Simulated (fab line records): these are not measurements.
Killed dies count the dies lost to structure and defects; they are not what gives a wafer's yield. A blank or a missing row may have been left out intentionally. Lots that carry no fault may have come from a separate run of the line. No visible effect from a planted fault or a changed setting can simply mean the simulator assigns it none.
Shared-tool check | flow nand-harc | 6 wafers sampled across 2 lots

THE REASON FOR OPENING IT
On 2 of the 2 lots, a flag is raised at NHARC_END_SORT_01 on the reading killed-at-array. Fault-free wafers read 26, with a standard deviation of 11.
Rule: a lot gets a flag if all its wafers with a number sit over 4 standard deviations from that mean, or if no wafer of it has a number. The other lots count as sound.

lot  | measured     | on        | killed-at-array, wafer by wafer | flag
L483 | day 22 23:22 | prober-01 | 264 272 281                     | FLAGGED
L482 | day 23 11:49 | prober-01 | 297 279 258                     | FLAGGED
The mean of the flagged lots' numbers is 275, +249 from the usual (+23 standard deviations).

TOOL THAT RAN EACH LOT
4 process steps preceding the reading are held in the record, out of 1159 steps in the route. Cell contents, in order: the tool; ch with the chambers the sampled wafers went through; the start.
lot  | flag    | NHARC_A_STAIRCASE_CMP_152     | NHARC_A_STAIRCASE_ETCHBACK_422     | NHARC_A_SGD_CUT_ETCH_58            | NHARC_A_SGD_CUT_ETCH_16
L483 | FLAGGED | cmp-03 ch 0,1,2, day 17 15:01 | rie-diel-06 ch 0,1,2, day 17 15:29 | rie-diel-05 ch 0,1,3, day 17 17:49 | rie-diel-05 ch 0,1, day 17 18:17
L482 | FLAGGED | cmp-02 ch 1,2,3, day 18 06:46 | rie-diel-07 ch 2,3, day 18 07:13   | rie-diel-05 ch 1,2, day 18 09:26   | rie-diel-05 ch 0,3, day 18 09:55
These steps, and what they do:
- NHARC_A_STAIRCASE_CMP_152: polishes.
- NHARC_A_STAIRCASE_ETCHBACK_422: etches the open film in CH3F/O2, target depth 40 nm, time 74.286 s.
- NHARC_A_SGD_CUT_ETCH_58: etches the open film in CF4, target depth 39 nm, time 65 s.
- NHARC_A_SGD_CUT_ETCH_16: etches the open film in C4F8/O2/Ar, target depth 310.5 nm, time 155.2 s.
- NHARC_END_SORT_01

FLAGGED AGAINST TOTAL, ONE TOOL AT A TIME (gauges that did the reading follow at the end)
step                           | tool        | lots run | flagged | share of the flagged lots | sound lots run after its first flagged lot
NHARC_A_STAIRCASE_CMP_152      | cmp-02      | 1        | 1       | some                      | 0
NHARC_A_STAIRCASE_CMP_152      | cmp-03      | 1        | 1       | some                      | 0
NHARC_A_STAIRCASE_ETCHBACK_422 | rie-diel-06 | 1        | 1       | some                      | 0
NHARC_A_STAIRCASE_ETCHBACK_422 | rie-diel-07 | 1        | 1       | some                      | 0
NHARC_A_SGD_CUT_ETCH_58        | rie-diel-05 | 2        | 2       | all                       | 0
NHARC_A_SGD_CUT_ETCH_16        | rie-diel-05 | 2        | 2       | all                       | 0
NHARC_END_SORT_01              | prober-01   | 2        | 2       | all                       | 0

WHAT THE TABLE ALLOWS
All flagged lots were run by 3 table rows, namely rie-diel-05 at NHARC_A_SGD_CUT_ETCH_58, rie-diel-05 at NHARC_A_SGD_CUT_ETCH_16, prober-01 at NHARC_END_SORT_01.
- rie-diel-05 at NHARC_A_SGD_CUT_ETCH_58: 2 of its 2 lots flagged. Because this sample shows no sound lot run on it before its first flagged lot, the start cannot be pinned down more closely.
- rie-diel-05 at NHARC_A_SGD_CUT_ETCH_16: 2 of its 2 lots flagged. Because this sample shows no sound lot run on it before its first flagged lot, the start cannot be pinned down more closely. Its own readings (run-length-s) fall more than 4 standard deviations out on all wafers of the flagged lots.
- prober-01 at NHARC_END_SORT_01: 2 of its 2 lots flagged. Because this sample shows no sound lot run on it before its first flagged lot, the start cannot be pinned down more closely.
These 2 tools cannot be told apart by counting lots, since each of them fits a fault that started at some hour. More lots, or a look at what each step does to the wafer, might.

WHAT THE SIMULATOR HAD PUT IN
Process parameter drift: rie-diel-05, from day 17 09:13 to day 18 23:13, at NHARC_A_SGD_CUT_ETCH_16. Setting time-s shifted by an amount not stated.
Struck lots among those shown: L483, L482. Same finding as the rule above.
